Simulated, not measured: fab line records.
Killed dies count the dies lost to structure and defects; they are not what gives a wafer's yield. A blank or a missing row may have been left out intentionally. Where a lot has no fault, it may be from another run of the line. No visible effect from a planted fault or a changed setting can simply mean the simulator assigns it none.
Split-lot trial / flow n5_finfet / on a route of 1938 steps: 7 lots, 21 wafers read

ABOUT THE SPLIT
At N5_BEOL_M10_EXPOSE_08 (exposes mask M10), the setting dose_mj was moved away from the recipe's 53.75 on 5 of the 21 wafers read, by -7.3% to +6.4%. All remaining wafers had this setting at the recipe value.

FROM THE SPLIT TO THE READING: what the file shows between them, 15 steps
- N5_BEOL_M10_PEB_09: peb time 60 s
- N5_BEOL_M10_DEVELOP_10: develop time 30 s
- N5_BEOL_M10_CD_MEAS_11: target cd 64.1 nm
- N5_BEOL_M10_DESCUM_16: chemistry O2, time 7.9 s
- N5_BEOL_M10_ETCH_61: etches SiARC in CF4, target depth 39 nm, time 65 s
- N5_BEOL_M10_ETCH_62: etches SOC in N2/H2, target depth 110 nm, overetch 22 nm, time 165 s
- N5_BEOL_M10_STRIP_68: strips in N2/H2
- N5_BEOL_M10_STRIP_67: strips in CF4
- N5_BEOL_M10_HM_OPEN_17: chemistry Cl2/BCl3, target TiN, target depth 20 nm, overetch 6 nm
- N5_BEOL_M10_STRIP_19: strips in O2
- N5_BEOL_M10_CD_MEAS_18: pitch 140 nm, target cd 70 nm
- N5_BEOL_M10_COAT_63: time 60 s, resist thk 100 nm
- N5_BEOL_M10_COAT_64: time 60 s, resist thk 30 nm
- N5_BEOL_M10_PRECLEAN_42: cleans in residue remover, time 60 s
- N5_BEOL_M10_SRD_43: time 30 s

THE READING
At N5_BEOL_M10_CD_MEAS_35: cd_nm in nanometres, against a target cd of 70 nm. Fault-free wafers of this fab line usually give 70.1 nm, standard deviation 0.88 nm.

wafer=L077.2; tool, chamber at the split=arfi_scanner-03, 0; dose_mj as run=53.75; against the recipe=recipe; cd_nm, nm=71.7; against lot-mates on the recipe=-
wafer=L077.5; tool, chamber at the split=arfi_scanner-03, 0; dose_mj as run=53.75; against the recipe=recipe; cd_nm, nm=70.6; against lot-mates on the recipe=-
wafer=L077.6; tool, chamber at the split=arfi_scanner-03, 0; dose_mj as run=49.84; against the recipe=-7.3%; cd_nm, nm=66.0; against lot-mates on the recipe=-5.2
wafer=L080.2; tool, chamber at the split=arfi_scanner-03, 0; dose_mj as run=53.75; against the recipe=recipe; cd_nm, nm=70.4; against lot-mates on the recipe=-
wafer=L080.3; tool, chamber at the split=arfi_scanner-03, 0; dose_mj as run=53.75; against the recipe=recipe; cd_nm, nm=71.5; against lot-mates on the recipe=-
wafer=L080.5; tool, chamber at the split=arfi_scanner-03, 0; dose_mj as run=53.75; against the recipe=recipe; cd_nm, nm=69.9; against lot-mates on the recipe=-
wafer=L085.2; tool, chamber at the split=arfi_scanner-02, 0; dose_mj as run=53.75; against the recipe=recipe; cd_nm, nm=70.2; against lot-mates on the recipe=-
wafer=L085.3; tool, chamber at the split=arfi_scanner-02, 0; dose_mj as run=53.75; against the recipe=recipe; cd_nm, nm=70.2; against lot-mates on the recipe=-
wafer=L085.5; tool, chamber at the split=arfi_scanner-02, 0; dose_mj as run=53.75; against the recipe=recipe; cd_nm, nm=70.2; against lot-mates on the recipe=-
wafer=L090.2; tool, chamber at the split=arfi_scanner-02, 0; dose_mj as run=53.75; against the recipe=recipe; cd_nm, nm=70.1; against lot-mates on the recipe=-
wafer=L090.4; tool, chamber at the split=arfi_scanner-02, 0; dose_mj as run=53.75; against the recipe=recipe; cd_nm, nm=69.4; against lot-mates on the recipe=-
wafer=L090.6; tool, chamber at the split=arfi_scanner-02, 0; dose_mj as run=53.75; against the recipe=recipe; cd_nm, nm=70.7; against lot-mates on the recipe=-
wafer=L093.1; tool, chamber at the split=arfi_scanner-01, 0; dose_mj as run=53.75; against the recipe=recipe; cd_nm, nm=70.2; against lot-mates on the recipe=-
wafer=L093.5; tool, chamber at the split=arfi_scanner-01, 0; dose_mj as run=56.4; against the recipe=+4.9%; cd_nm, nm=73.9; against lot-mates on the recipe=+4.0
wafer=L093.6; tool, chamber at the split=arfi_scanner-01, 0; dose_mj as run=53.75; against the recipe=recipe; cd_nm, nm=69.6; against lot-mates on the recipe=-
wafer=L096.3; tool, chamber at the split=arfi_scanner-03, 0; dose_mj as run=54.98; against the recipe=+2.3%; cd_nm, nm=70.7; against lot-mates on the recipe=+2.2
wafer=L096.4; tool, chamber at the split=arfi_scanner-03, 0; dose_mj as run=53.75; against the recipe=recipe; cd_nm, nm=68.5; against lot-mates on the recipe=-
wafer=L096.6; tool, chamber at the split=arfi_scanner-03, 0; dose_mj as run=54.98; against the recipe=+2.3%; cd_nm, nm=70.6; against lot-mates on the recipe=+2.1
wafer=L097.3; tool, chamber at the split=arfi_scanner-03, 0; dose_mj as run=57.18; against the recipe=+6.4%; cd_nm, nm=73.9; against lot-mates on the recipe=+3.8
wafer=L097.5; tool, chamber at the split=arfi_scanner-03, 0; dose_mj as run=53.75; against the recipe=recipe; cd_nm, nm=70.2; against lot-mates on the recipe=-
wafer=L097.6; tool, chamber at the split=arfi_scanner-03, 0; dose_mj as run=53.75; against the recipe=recipe; cd_nm, nm=70.1; against lot-mates on the recipe=-

THE FIT
A straight line over all 21 wafers: cd_nm changes by +0.582 nm for each +1% of dose_mj; r = +0.89; the points scatter about the line by 0.75 nm.
The same after taking each lot's own level away (the mean of its wafers on the recipe; 21 wafers): +0.706 nm for each +1%; r = +0.97; scatter 0.48 nm.
The reading moves by 5.1 nm for the largest change in dose_mj, on that fit.
The lots' own levels span 68.50 to 71.15 nm, that is 3.0 times the standard deviation above.
Thus the slope moves with the lot-to-lot level: the two fits are different.
Check: with one of the wafers moved furthest among these (-7.3%) left out of the fit, the line predicts -5.03 nm for it against its lot-mates. It came out at -5.15 nm against them.

THE WHOLE CHAIN: every reading that the file lists as answering this split, in the file's order
step=N5_BEOL_M10_CD_MEAS_11; what it does=target cd 64.1 nm; reading=cd_nm; change (the file's fit)=+0.603 nm for each +1% of the setting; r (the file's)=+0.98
step=N5_BEOL_M10_ETCH_61; what it does=etches SiARC in CF4, target depth 39 nm, time 65 s; reading=BEOL_M10.cd_offset_nm (the simulator's own value, which no gauge read); change (the file's fit)=+0.62 nm for each +1% of the setting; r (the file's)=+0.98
step=N5_BEOL_M10_ETCH_62; what it does=etches SOC in N2/H2, target depth 110 nm, overetch 22 nm, time 165 s; reading=BEOL_M10.cd_offset_nm (the simulator's own value, which no gauge read); change (the file's fit)=+0.67 nm for each +1% of the setting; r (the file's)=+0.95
step=N5_BEOL_M10_CD_MEAS_18; what it does=pitch 140 nm, target cd 70 nm; reading=cd_nm; change (the file's fit)=+0.654 nm for each +1% of the setting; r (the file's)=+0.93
step=N5_BEOL_M10_CD_MEAS_35; what it does=target cd 70 nm; reading=cd_nm; change (the file's fit)=+0.697 nm for each +1% of the setting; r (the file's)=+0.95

THE FILE'S OWN FIT
cd_nm changes by +0.697 nm for each +1% of dose_mj, r = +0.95.
